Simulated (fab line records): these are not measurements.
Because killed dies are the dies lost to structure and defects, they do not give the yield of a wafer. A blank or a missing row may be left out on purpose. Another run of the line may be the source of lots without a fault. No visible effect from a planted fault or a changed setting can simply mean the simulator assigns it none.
fab line records	flow nand-harc
[record] lots = 6	wafers = 18	last-day = 32
route steps=1302 shown A_CHANNEL_HOLE_D2@608 A_CHANNEL_FILL_D2@610 END@1302
lots with no fault: from the same line, run without faults
start-h: start of the lot's first displayed wafer, in hours after the record's first day	wait-h: hours elapsed since this lot's preceding step	" the same as in the row above	L1.1+2: a single row standing in for several wafers	- no value present, or no start provided	* or withheld: withheld	< > ~ a bound
route shown NAME@n: NAME is a module with steps in the file, n the number in the route of the first one	usual: average and standard deviation across the fault-free wafers	same: alike in all rows	chamber/n: place in a boat	sites: each site's reading	_std_site: the values' standard deviation	_edge_site: inner sites' mean taken away from outer sites' mean	radius-mm: how far each site lies from the wafer's centre	mask NAME#n: copy n	behind: the last tool/chamber to shape the wafer	hold: the reason the lot was held/the length of the hold in hours/how it ended	device: the transistor (n, p or np) that didn't switch	end of line: the same wafers' tests at the end of the route	where a step has no rows: the recipe by itself	killed: dies that structure and defects cost at the first sort, which is not the same as the wafer's yield	map: shows each die of a wafer: x if killed, . if not, _ if none is there
set.NAME: the setting that was run; set.NAME@STEP: the one run at that earlier step	model.NAME: the simulator's own value behind a step, which no gauge read
lots at some steps of the route; a table a step, a row a wafer
services: a tool's chamber out of use, with start hour (start-h, from the record's first day; less than 0 if before it), hours out, and reason
[[steps]]
[step NHARC_A_CHANNEL_HOLE_D2_XSEM_32]
[recipe] landing-energy-ev = 35000
[usual] bot-cd-nm = 74.6/1.7	bow-nm = 8.59/0.23	tilt-deg = 0.08/0.043
lot.wafer	tool	chamber	start-h	wait-h	bot-cd-nm	bow-nm	tilt-deg
L650.1	xsem-02	0	298.16	0.1	75.1	8.96	0.06
L650.3	"	0	"	"	75.7	8.92	0.06
L650.4	"	0	"	"	74.0	8.85	0.06
L651.1	xsem-02	0	317.98	0.1	75.8	8.84	0.02
L651.4	"	0	"	"	71.0	8.82	0.02
L651.5	"	0	"	"	73.8	8.87	0.02
L659.2	xsem-01	0	389.69	0.1	73.0	8.47	0.04
L659.5	"	0	"	"	76.3	8.47	0.04
L659.6	"	0	"	"	73.4	8.35	0.04
L658.2	xsem-02	0	393.87	0.1	72.4	8.58	0.10
L658.5	"	0	"	"	73.3	8.67	0.10
L658.6	"	0	"	"	72.7	8.68	0.10
L662.2	xsem-01	0	423.36	0.1	73.5	8.65	0.10
L662.3	"	0	"	"	74.1	8.62	0.10
L662.5	"	0	"	"	72.9	8.51	0.10
L670.1	xsem-01	0	507.91	0.1	74.3	8.72	0.18
L670.4	"	0	"	"	74.9	8.70	0.18
L670.6	"	0	"	"	74.7	8.59	0.18
[step NHARC_A_CHANNEL_HOLE_D2_INSPECT_40]
[usual] raw-defect-count = 300/100
lot.wafer	tool	chamber	start-h	wait-h	raw-defect-count
L650.1	defect-inspect-02	-	298.26	-	295
L650.3	"	-	"	"	241
L650.4	"	-	"	"	305
L651.1	defect-inspect-01	-	318.08	-	285
L651.4	"	-	"	"	350
L651.5	"	-	"	"	365
L659.2	defect-inspect-01	-	389.78	-	459
L659.5	"	-	"	"	232
L659.6	"	-	"	"	217
L658.2	defect-inspect-02	-	393.96	-	231
L658.5	"	-	"	"	244
L658.6	"	-	"	"	192
L662.2	defect-inspect-02	-	423.45	-	137
L662.3	"	-	"	"	145
L662.5	"	-	"	"	187
L670.1	defect-inspect-01	-	508.01	-	226
L670.4	"	-	"	"	258
L670.6	"	-	"	"	267
[step NHARC_A_CHANNEL_FILL_D2_PRECLEAN_00]
[recipe] time-s = *	temp-c = 50	bath-age-min = 0	chemistry = SC1
[step NHARC_A_CHANNEL_FILL_D2_SRD_01]
[step NHARC_A_CHANNEL_FILL_D2_ALD_02]
[recipe] target-thk-a = 60	pulse-time-s = 10	ald-cycles = 60	temp-c = 300	material = SiO2
[usual] heater-power-w = 479/49	precursor-pulse-height-rel = 1.000/0.02
[same] ald-cycles = 60
lot.wafer	tool	chamber	start-h	wait-h	heater-power-w	precursor-pulse-height-rel
L650.4	ald-hk-03	0	298.52	-	441	0.974
L650.1	"	1	"	"	545	1.017
L650.3	"	2	"	"	453	0.973
L651.4	ald-hk-04	2	318.35	-	574	1.003
L651.1	"	3	"	"	485	1.013
L651.5	"	2	"	"	572	0.976
L659.2	ald-hk-02	0	389.97	-	451	1.016
L659.5	"	0	"	"	448	1.026
L659.6	"	1	"	"	504	1.007
L658.2	ald-hk-02	0	394.37	-	443	1.014
L658.6	"	1	"	"	505	0.972
L658.5	"	2	"	"	388	0.974
L662.3	ald-hk-03	3	423.72	-	514	1.008
L662.2	"	1	"	"	563	0.976
L662.5	"	3	"	"	505	0.997
L670.1	ald-hk-02	1	508.35	-	501	1.009
L670.4	"	2	"	"	387	1.010
L670.6	"	3	"	"	452	1.007
[step NHARC_A_CHANNEL_FILL_D2_ALD_03]
[recipe] target-thk-a = 60	pulse-time-s = 60	ald-cycles = 58	temp-c = 630	pressure-torr = 2	material = SiNx
[usual] chamber-pressure-Torr = 2.000/0.0041	precursor-pulse-height-rel = 1.000/0.022
[same] ald-cycles = 58
lot.wafer	tool	chamber	start-h	wait-h	chamber-pressure-Torr	precursor-pulse-height-rel
L650.1	ald-sin-batch-03	0	-	-	2.003	0.995
L650.3	"	0	"	"	1.996	0.990
L650.4	"	0	"	"	2.002	0.977
L651.1	ald-sin-batch-03	0	-	-	2.008	1.000
L651.4	"	0	"	"	2.006	0.952
L651.5	"	0	"	"	2.007	1.042
L659.2	ald-sin-batch-01	0	-	-	2.000	0.998
L659.5	"	0	"	"	1.996	1.024
L659.6	"	0	"	"	1.997	1.024
L658.2	ald-sin-batch-01	0	-	-	2.002	0.981
L658.5	"	0	"	"	2.007	1.003
L658.6	"	0	"	"	1.995	1.011
L662.2	ald-sin-batch-01	0	-	-	1.994	1.027
L662.3	"	0	"	"	1.998	1.006
L662.5	"	0	"	"	1.999	0.997
L670.1	ald-sin-batch-02	0	-	-	2.008	0.952
L670.4	"	0	"	"	1.997	1.023
L670.6	"	0	"	"	2.001	0.996
[step NHARC_A_CHANNEL_FILL_D2_ALD_14]
[recipe] target-thk-a = 25	pulse-time-s = 10	ald-cycles = 25	temp-c = 300	material = SiO2
[step NHARC_A_CHANNEL_FILL_D2_ALD_15]
[recipe] target-thk-a = 20	pulse-time-s = 60	ald-cycles = 19	temp-c = 630	pressure-torr = 2	material = SiNx
[usual] chamber-pressure-Torr = 2.000/0.004	precursor-pulse-height-rel = 0.996/0.018
[same] ald-cycles = 19
lot.wafer	tool	chamber	start-h	wait-h	chamber-pressure-Torr	precursor-pulse-height-rel
L650.1	ald-sin-batch-03	0	-	-	2.004	0.971
L650.3	"	0	"	"	2.002	0.994
L650.4	"	0	"	"	2.002	1.034
L651.1	ald-sin-batch-01	0	-	-	1.995	0.994
L651.4	"	0	"	"	2.006	0.995
L651.5	"	0	"	"	2.001	1.022
L659.2	ald-sin-batch-02	0	-	-	2.006	0.970
L659.5	"	0	"	"	1.999	0.982
L659.6	"	0	"	"	2.006	0.988
L658.2	ald-sin-batch-01	0	-	-	2.002	0.994
L658.5	"	0	"	"	2.004	0.987
L658.6	"	0	"	"	2.007	0.982
L662.2	ald-sin-batch-02	0	-	-	1.989	1.010
L662.3	"	0	"	"	1.997	0.986
L662.5	"	0	"	"	2.000	0.993
L670.1	ald-sin-batch-02	0	-	-	2.001	0.998
L670.4	"	0	"	"	2.003	1.026
L670.6	"	0	"	"	2.005	0.995
[step NHARC_A_CHANNEL_FILL_D2_ALD_16]
[recipe] target-thk-a = 15	pulse-time-s = 10	ald-cycles = 15	temp-c = 300	material = SiO2
[step NHARC_A_CHANNEL_FILL_D2_ANNEAL_17]
[recipe] temp-c = 850	time-s = 1800
[step NHARC_A_CHANNEL_FILL_D2_CVD_18]
[recipe] target-thk-a = 30	temp-c = 550	material = poly-Si
[step NHARC_A_CHANNEL_FILL_D2_ETCHBACK_19]
[recipe] target-depth-a = 50	time-s = 1.7	hbr-flow-sccm = 150	cl2-flow-sccm = 50	rf-w = 400	icp-w = 400	bias-w = 100	chemistry = HBr/Cl2
[step NHARC_A_CHANNEL_FILL_D2_ETCHBACK_20]
[recipe] target-depth-a = 270	time-s = 13.5	c4f8-flow-sccm = withheld	o2-flow-sccm = 8	ar-flow-sccm = withheld	rf-w = 600	bias-w = 1500	chemistry = C4F8/O2/Ar
[usual] oes-product-au = 0.988/0.024	rf-vpp-V = 978/6.2	run-length-s = 34.6/0.36
lot.wafer	tool	chamber	start-h	wait-h	oes-product-au	rf-hours-counter-h	rf-vpp-V	run-length-s
L650.3	rie-diel-08	3	324.67	-	0.963	3	976	35.0
L650.1	"	0	"	"	0.964	3	976	34.5
L650.4	"	1	"	"	0.951	3	973	34.6
L651.4	rie-diel-05	1	342.52	-	0.987	2	972	34.6
L651.1	"	2	"	"	0.985	2	983	34.3
L651.5	"	0	"	"	0.993	-	987	34.6
L659.2	rie-diel-08	1	414.82	-	0.974	1	972	34.8
L659.6	"	0	"	"	0.990	-	974	28.0
L659.5	"	1	"	"	0.971	-	972	34.7
L658.2	rie-diel-05	1	419.07	-	1.008	0	972	34.3
L658.5	"	0	"	"	0.994	-	988	35.2
L658.6	"	1	"	"	1.002	-	971	34.4
L662.3	rie-diel-08	0	447.49	-	0.992	2	974	28.1
L662.2	"	2	"	"	0.991	2	987	34.4
L662.5	"	3	"	"	0.986	-	977	34.9
L670.1	rie-diel-05	2	532.68	-	1.001	2	982	34.0
L670.4	"	1	"	"	0.982	3	972	34.4
L670.6	"	2	"	"	0.994	-	981	34.0
[step NHARC_A_CHANNEL_FILL_D2_STRIP_28]
[recipe] time-s = 20	o2-flow-sccm = 500	ar-flow-sccm = 0	bias-w = 0	chemistry = O2
[usual] drypump-motor-current-A = 5.7/0.41	oes-product-au = 1.000/0.012	rf-vpp-V = 57.8/0.89	showerhead-plenum-p-Torr = 3.53/0.15	throttle-valve-pct = 17.036/0.0083
[same] time-s = 20
lot.wafer	tool	chamber	start-h	wait-h	drypump-motor-current-A	oes-product-au	rf-hours-counter-h	rf-vpp-V	showerhead-plenum-p-Torr	throttle-valve-pct
L650.4	rie-diel-08	2	324.77	0.1	5.6	1.006	3	57.9	3.75	17.035
L650.3	"	0	"	"	5.6	1.006	3	57.0	3.45	17.023
L650.1	"	1	"	"	5.6	0.991	3	56.3	3.38	17.031
L651.1	rie-diel-05	3	342.59	0.1	5.0	1.000	2	57.4	3.36	17.048
L651.4	"	2	"	"	6.0	1.006	2	58.8	3.60	17.026
L651.5	"	0	"	"	6.0	1.010	-	58.7	3.78	17.035
L659.2	rie-diel-08	2	414.92	0.1	5.6	0.998	1	58.6	3.75	17.025
L659.6	"	3	"	"	6.4	0.989	-	59.3	3.49	17.049
L659.5	"	0	"	"	5.6	0.994	-	57.8	3.45	17.017
L658.2	rie-diel-05	1	419.16	0.1	5.3	1.006	0	57.4	3.36	17.037
L658.5	"	0	"	"	6.1	0.999	-	57.8	3.78	17.037
L658.6	"	1	"	"	5.3	1.010	-	56.7	3.36	17.043
L662.2	rie-diel-08	2	447.61	0.1	5.6	0.999	2	59.1	3.74	17.032
L662.3	"	3	"	"	6.4	1.000	2	57.8	3.49	17.048
L662.5	"	2	"	"	5.6	0.991	-	58.7	3.74	17.044
L670.4	rie-diel-05	2	532.78	0.1	6.0	1.000	2	57.8	3.60	17.030
L670.1	"	0	"	"	6.0	0.999	2	58.3	3.78	17.027
L670.6	"	3	"	"	5.0	1.015	-	56.3	3.36	17.045
[step NHARC_END_SORT_01]
[recipe] temp-c = 25
[usual] killed-at-array = 54/12	killed-at-other = 0.7/1.1	killed-at-periphery = 3.9/2.8	killed-dies = 59/13	killed-open = 3.4/2	killed-short = 2.5/1.7
[same] gross-dies = 677
lot.wafer	tool	chamber	start-h	wait-h	hold	killed-at-array	killed-at-other	killed-at-periphery	killed-dies	killed-open	killed-short
L650.1	prober-01	0	569.67	2.5	-	80	0	9	89	7	3
L650.3	prober-01	0	571.24	3.1	-	86	0	2	88	0	4
L650.4	prober-01	0	572.02	3.4	-	93	0	4	97	3	2
L659.2	prober-02	0	652.63	2.8	await-dispo/1.6h/release	58	1	1	60	0	0
L659.5	prober-02	0	655.04	3.7	await-dispo/1.6h/release	49	1	4	54	4	1
L659.6	prober-02	0	655.84	4.0	await-dispo/1.6h/release	677	0	0	677	5	2
L658.2	prober-01	0	652.68	2.8	-	57	5	3	65	2	3
L658.5	prober-01	0	655.05	3.7	-	57	0	6	63	6	5
L658.6	prober-01	0	655.84	4.0	-	52	3	3	58	3	2
L662.2	prober-02	0	681.03	2.8	await-dispo/6.0h/release	37	2	1	40	7	4
L662.3	prober-02	0	681.82	3.1	await-dispo/6.0h/release	671	1	5	677	3	2
L662.5	prober-02	0	683.40	3.7	await-dispo/6.0h/release	40	0	2	42	2	0
L670.1	prober-01	0	761.45	2.5	-	47	1	5	53	3	2
L670.4	prober-01	0	763.84	3.4	-	43	1	1	45	3	2
L670.6	prober-01	0	765.44	4.0	-	47	0	0	47	4	2
// killed by level:class
L650.1 A_CHANNEL_HOLE_D1:chamber-film-flake=27 A_CHANNEL_HOLE_D2:chamber-film-flake=23 A_SLIT:chamber-film-flake=17 P_ZERO_WELL:chamber-film-flake=2 P_GATE:chamber-film-flake=2 A_CHANNEL_FILL_D2:chamber-film-flake=2 A_M0:chamber-film-flake=2 P_GATE:geometric-particle:open=1
L650.3 A_CHANNEL_HOLE_D1:chamber-film-flake=25 A_CHANNEL_HOLE_D2:chamber-film-flake=24 A_SLIT:chamber-film-flake=23 A_CONTACT:chamber-film-flake=5 A_CHANNEL_HOLE_D2:geometric-particle:short=3 A_M0:chamber-film-flake=3 A_STAIRCASE:chamber-film-flake=2 A_CHANNEL_FILL_D2:geometric-particle:short=1
L650.4 A_CHANNEL_HOLE_D2:chamber-film-flake=32 A_CHANNEL_HOLE_D1:chamber-film-flake=26 A_SLIT:chamber-film-flake=22 P_GATE:chamber-film-flake=3 A_STAIRCASE:chamber-film-flake=3 A_M0:chamber-film-flake=3 A_CHANNEL_HOLE_D1:geometric-particle:open=1 A_DECK1_JOINT:geometric-particle:open=1
L659.2 A_CHANNEL_HOLE_D1:chamber-film-flake=34 A_CHANNEL_HOLE_D2:chamber-film-flake=14 A_STAIRCASE:chamber-film-flake=4 A_CONTACT:chamber-film-flake=3 A_CHANNEL_FILL_D1:chamber-film-flake=2 P_GATE:chamber-film-flake=1 A_SGD_CUT:chamber-film-flake=1 THIN_TSV:chamber-film-flake=1
L658.2 A_SLIT:chamber-film-flake=24 A_CHANNEL_HOLE_D2:chamber-film-flake=16 THIN_TSV:chamber-film-flake=5 A_CHANNEL_FILL_D2:chamber-film-flake=4 A_BONDPAD:chamber-film-flake=3 A_CHANNEL_HOLE_D1:chamber-film-flake=2 A_BLC:chamber-film-flake=2 A_CHANNEL_FILL_D1:geometric-particle:short=1
L659.5 A_CHANNEL_HOLE_D1:chamber-film-flake=23 A_CHANNEL_HOLE_D2:chamber-film-flake=16 A_STAIRCASE:chamber-film-flake=2 A_CHANNEL_FILL_D1:chamber-film-flake=2 P_CONTACT:geometric-particle:open=1 P_M2:geometric-particle:open=1 A_CHANNEL_FILL_D1:geometric-particle:open=1 A_CHANNEL_FILL_D2:geometric-particle:short=1
L658.5 A_SLIT:chamber-film-flake=19 A_CHANNEL_HOLE_D2:chamber-film-flake=15 A_BONDPAD:chamber-film-flake=5 P_BONDPAD:chamber-film-flake=3 A_CHANNEL_HOLE_D1:chamber-film-flake=3 P_GATE:chamber-film-flake=2 A_BLC:geometric-particle:open=2 A_CHANNEL_FILL_D2:chamber-film-flake=2
L658.6 A_SLIT:chamber-film-flake=25 A_CHANNEL_HOLE_D2:chamber-film-flake=14 A_CHANNEL_FILL_D2:chamber-film-flake=3 THIN_TSV:chamber-film-flake=3 A_CHANNEL_HOLE_D1:chamber-film-flake=2 A_BONDPAD:chamber-film-flake=2 P_GATE:geometric-particle:short=1 P_M0:geometric-particle:open=1
L659.6 A_CHANNEL_FILL_D2:area-etchback=620 A_CHANNEL_HOLE_D1:chamber-film-flake=29 A_CHANNEL_HOLE_D2:chamber-film-flake=13 A_CHANNEL_FILL_D1:chamber-film-flake=4 A_DECK1_JOINT:geometric-particle:short=1 A_ONON_D2:geometric-particle:open=1 A_CHANNEL_FILL_D2:geometric-particle:open=1 A_WL_FILL:geometric-particle:short=1
L662.2 A_CHANNEL_HOLE_D2:chamber-film-flake=15 A_CHANNEL_HOLE_D1:chamber-film-flake=4 A_STAIRCASE:chamber-film-flake=3 A_SOURCE_PLATE:geometric-particle:short=2 A_CHANNEL_FILL_D2:geometric-particle:open=2 A_SLIT:chamber-film-flake=2 A_CONTACT:chamber-film-flake=2 THIN_TSV:chamber-film-flake=2
L662.3 A_CHANNEL_FILL_D2:area-etchback=643 A_CHANNEL_HOLE_D2:chamber-film-flake=12 A_CHANNEL_HOLE_D1:chamber-film-flake=6 P_CONTACT:chamber-film-flake=3 A_WL_FILL:chamber-film-flake=3 P_CONTACT:geometric-particle:open=2 A_CHANNEL_FILL_D2:geometric-particle:short=2 A_M0:geometric-particle:open=1
L662.5 A_CHANNEL_HOLE_D2:chamber-film-flake=18 A_CHANNEL_HOLE_D1:chamber-film-flake=10 A_SLIT:chamber-film-flake=7 P_CONTACT:chamber-film-flake=2 A_DECK1_JOINT:geometric-particle:open=1 A_STAIRCASE:chamber-film-flake=1 A_M1:geometric-particle:open=1 A_CHANNEL_FILL_D1:chamber-film-flake=1
L670.1 A_CHANNEL_HOLE_D1:chamber-film-flake=20 A_SLIT:chamber-film-flake=11 A_CHANNEL_HOLE_D2:chamber-film-flake=6 A_CONTACT:chamber-film-flake=4 A_WL_FILL:geometric-particle:short=2 P_STI:chamber-film-flake=2 P_GATE:chamber-film-flake=2 P_M1:geometric-particle:open=1
L670.4 A_CHANNEL_HOLE_D1:chamber-film-flake=14 A_SLIT:chamber-film-flake=9 A_CONTACT:chamber-film-flake=8 A_STAIRCASE:chamber-film-flake=4 A_CHANNEL_HOLE_D2:chamber-film-flake=3 A_ONON_D2:geometric-particle:open=1 A_ONON_D2:geometric-particle:short=1 A_SGD_CUT:geometric-particle:open=1
L670.6 A_CHANNEL_HOLE_D1:chamber-film-flake=16 A_CONTACT:chamber-film-flake=10 A_SLIT:chamber-film-flake=9 A_CHANNEL_HOLE_D2:chamber-film-flake=5 A_ONON_D1:geometric-particle:short=1 A_DECK1_JOINT:geometric-particle:open=1 A_CHANNEL_HOLE_D2:geometric-particle:open=1 A_CHANNEL_FILL_D2:geometric-particle:open=1
// map L659.6 (x killed, . not)
____________x____________
_________xxxxxxx_________
_______xxxxxxxxxxx_______
______xxxxxxxxxxxxx______
_____xxxxxxxxxxxxxxx_____
____xxxxxxxxxxxxxxxxx____
____xxxxxxxxxxxxxxxxx____
___xxxxxxxxxxxxxxxxxxx___
___xxxxxxxxxxxxxxxxxxx___
__xxxxxxxxxxxxxxxxxxxxx__
__xxxxxxxxxxxxxxxxxxxxx__
_xxxxxxxxxxxxxxxxxxxxxxx_
_xxxxxxxxxxxxxxxxxxxxxxx_
_xxxxxxxxxxxxxxxxxxxxxxx_
_xxxxxxxxxxxxxxxxxxxxxxx_
_xxxxxxxxxxxxxxxxxxxxxxx_
xxxxxxxxxxxxxxxxxxxxxxxxx
xxxxxxxxxxxxxxxxxxxxxxxxx
xxxxxxxxxxxxxxxxxxxxxxxxx
xxxxxxxxxxxxxxxxxxxxxxxxx
xxxxxxxxxxxxxxxxxxxxxxxxx
_xxxxxxxxxxxxxxxxxxxxxxx_
_xxxxxxxxxxxxxxxxxxxxxxx_
_xxxxxxxxxxxxxxxxxxxxxxx_
_xxxxxxxxxxxxxxxxxxxxxxx_
_xxxxxxxxxxxxxxxxxxxxxxx_
__xxxxxxxxxxxxxxxxxxxxx__
__xxxxxxxxxxxxxxxxxxxxx__
___xxxxxxxxxxxxxxxxxxx___
___xxxxxxxxxxxxxxxxxxx___
____xxxxxxxxxxxxxxxxx____
____xxxxxxxxxxxxxxxxx____
_____xxxxxxxxxxxxxxx_____
______xxxxxxxxxxxxx______
_______xxxxxxxxxxx_______
_________xxxxxxx_________
____________x____________
// map L662.3 (x killed, . not)
____________x____________
_________xxxxxxx_________
_______xxxxxxxxxxx_______
______xxxxxxxxxxxxx______
_____xxxxxxxxxxxxxxx_____
____xxxxxxxxxxxxxxxxx____
____xxxxxxxxxxxxxxxxx____
___xxxxxxxxxxxxxxxxxxx___
___xxxxxxxxxxxxxxxxxxx___
__xxxxxxxxxxxxxxxxxxxxx__
__xxxxxxxxxxxxxxxxxxxxx__
_xxxxxxxxxxxxxxxxxxxxxxx_
_xxxxxxxxxxxxxxxxxxxxxxx_
_xxxxxxxxxxxxxxxxxxxxxxx_
_xxxxxxxxxxxxxxxxxxxxxxx_
_xxxxxxxxxxxxxxxxxxxxxxx_
xxxxxxxxxxxxxxxxxxxxxxxxx
xxxxxxxxxxxxxxxxxxxxxxxxx
xxxxxxxxxxxxxxxxxxxxxxxxx
xxxxxxxxxxxxxxxxxxxxxxxxx
xxxxxxxxxxxxxxxxxxxxxxxxx
_xxxxxxxxxxxxxxxxxxxxxxx_
_xxxxxxxxxxxxxxxxxxxxxxx_
_xxxxxxxxxxxxxxxxxxxxxxx_
_xxxxxxxxxxxxxxxxxxxxxxx_
_xxxxxxxxxxxxxxxxxxxxxxx_
__xxxxxxxxxxxxxxxxxxxxx__
__xxxxxxxxxxxxxxxxxxxxx__
___xxxxxxxxxxxxxxxxxxx___
___xxxxxxxxxxxxxxxxxxx___
____xxxxxxxxxxxxxxxxx____
____xxxxxxxxxxxxxxxxx____
_____xxxxxxxxxxxxxxx_____
______xxxxxxxxxxxxx______
_______xxxxxxxxxxx_______
_________xxxxxxx_________
____________x____________
[[services]]
tool	chamber	start-h	hours	kind
rie-diel-05	0	287.60	-	clean
rie-diel-05	1	287.60	-	clean
rie-diel-05	2	287.60	-	clean
rie-diel-05	3	287.60	-	clean
rie-diel-08	0	297.80	-	clean
rie-diel-08	1	297.80	-	clean
rie-diel-08	2	297.80	-	clean
rie-diel-05	1	306.42	2.3	repair
ald-hk-02	-	349.95	10.0	pm
rie-diel-08	-	367.80	9.0	pm
xsem-01	-	374.00	14.0	pm
ald-hk-02	-	387.72	1.7	repair
ald-hk-03	-	392.02	10.0	pm
rie-diel-05	-	406.60	9.0	pm
rie-diel-08	3	408.57	4.6	repair
ald-sin-batch-03	-	433.07	12.4	repair
rie-diel-05	2	433.32	5.8	repair
ald-sin-batch-02	-	441.96	4.9	repair
rie-diel-08	1	444.38	6.2	repair
rie-diel-08	-	448.75	5.8	repair
rie-diel-05	1	469.06	2.0	repair
ald-sin-batch-01	-	489.44	67.1	repair
rie-diel-05	1	521.31	8.0	repair
ald-hk-02	-	527.95	10.0	pm
[[key]]
[first-sign] step = NHARC_A_CHANNEL_FILL_D2_ETCHBACK_20	reading = run-length-s	direction = down	sigmas = 18	usual = *	struck = *
[effect] step = NHARC_END_SORT_01	reading = killed-at-array	direction = up	sigmas = 50	usual = 54	struck = 674
[more-kills-born-at] NHARC_A_CHANNEL_FILL_D2_ETCHBACK_20@rie-diel-08 = 1263
met-at NHARC_A_CHANNEL_FILL_D2_ETCHBACK_20
struck-wafers L659.6,L662.3
later-rows-left-out L659.6,L662.3
tester-left-out L659,L662
onset-between 324.67 414.82
[fault] kind = process-parameter-drift	tool = rie-diel-08	chamber = 0	onset-h = 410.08	steps = NHARC_A_CHANNEL_FILL_D2_ETCHBACK_20	channel = time-s	offset = *	shape = step	end-h = 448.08	acts-in = *	stated = *
// tester-left-out: of these lots the tester's yield and bins aren't shown, on N5 and GAA mostly nor the transistor test; their killed dies are dies lost to structure and defects alone, not to doping, threshold or leakage, so they don't give the yield
// later-rows-left-out: the simulator's readings of these wafers behind a module that went badly wrong aren't trusted and aren't shown, but for the sort
